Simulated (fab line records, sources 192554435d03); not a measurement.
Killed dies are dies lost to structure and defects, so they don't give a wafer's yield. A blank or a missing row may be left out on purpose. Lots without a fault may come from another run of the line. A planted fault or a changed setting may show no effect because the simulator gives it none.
Chamber matching | flow n5_finfet | N5_DUMMY_GATE_STRIP_41 on rie_diel-01: 4 sister chambers
The step strips in O2. 8 wafers are shown with their chamber, then 7 later ones without.

WAFERS WITH THEIR CHAMBER
wafer  | chamber | drypump_motor_current_A (A) | showerhead_plenum_p_Torr (Torr)
L084.5 | 3       | 5.6                         | 2.19
L087.1 | 3       | 5.6                         | 2.18
L087.4 | 1       | 5.8                         | 2.04
L089.1 | 1       | 5.8                         | 2.04
L089.4 | 0       | 4.9                         | 2.07
L089.6 | 0       | 5.0                         | 2.07
L091.2 | 2       | 5.2                         | 2.03
L091.5 | 2       | 5.2                         | 2.03

WAFERS WITHOUT THEIR CHAMBER
wafer  | drypump_motor_current_A (A) | showerhead_plenum_p_Torr (Torr)
L091.6 | 5.8                         | 2.04
L094.1 | 5.6                         | 2.18
L094.4 | 5.0                         | 2.07
L094.5 | 4.9                         | 2.07
L096.3 | 4.9                         | 2.07
L096.4 | 5.8                         | 2.03
L096.6 | 5.0                         | 2.07

WHICH CHAMBER EACH WENT THROUGH
wafer  | from the rows above | in truth
L091.6 | 1                   | 1
L094.1 | 3                   | 3
L094.4 | 0                   | 0
L094.5 | 0                   | 0
L096.3 | 0                   | 0
L096.4 | 1                   | 1
L096.6 | 0                   | 0
Placed correctly: 7 of 7. Can't be placed from these rows: 0. Placed wrongly: 0.
How it was worked out, from the rows above alone: a wafer's distance from a chamber is the root of the sum, over the readings, of the square of ((its reading less the chamber's mean) divided by the reading's scatter). The wafer belongs to the nearest chamber; if the next one is less than 2 further off, it can't be placed. A chamber's mean is the mean of its shown wafers. The scatter: the root of (the sum of the squares of (reading less its chamber's mean) over the shown wafers, divided by (wafers less chambers)).
